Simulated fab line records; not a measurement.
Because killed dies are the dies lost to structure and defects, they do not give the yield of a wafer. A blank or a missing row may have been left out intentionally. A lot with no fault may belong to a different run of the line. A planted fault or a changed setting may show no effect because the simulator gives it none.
Matching of chambers	flow n5 finfet	N5_BEOL_M5_ETCH_68 on rie diel-06: 3 sister chambers
The step etches SOC in N2/H2, target depth 80 nm, overetch 16 nm, time 120 s. 3 wafers are shown with their chamber, then 6 later ones without.

## WAFERS WITH THEIR CHAMBER
wafer	chamber	showerhead plenum p Torr (Torr)
L086.3	2	2.65
L087.1	3	2.46
L087.3	0	2.58

## WAFERS WHOSE CHAMBER IS MISSING
wafer	showerhead plenum p Torr (Torr)
L087.6	2.65
L090.1	2.58
L090.4	2.65
L090.5	2.58
L096.2	2.57
L096.4	2.46

## WHICH CHAMBER EACH ONE RAN IN
wafer	from the rows above	in truth
L087.6	2	2
L090.1	0	0
L090.4	2	2
L090.5	0	0
L096.2	0	0
L096.4	3	3
Correctly placed: 6 of 6. From these rows, 0 cannot be placed. Placed wrongly: 0.
How it was worked out, from the rows above alone: a wafer's distance from a chamber is the root of the sum, over the readings, of the square of ((its reading less the chamber's mean) divided by the reading's scatter). If the next closest chamber is less than 2 further off than the closest, the wafer can't be placed; otherwise it belongs to the closest. For every chamber, the mean is computed from those of its wafers that are shown. The scatter: with one shown wafer a chamber, the root of the mean of the squares of how far each hidden wafer lies from its nearest shown one.
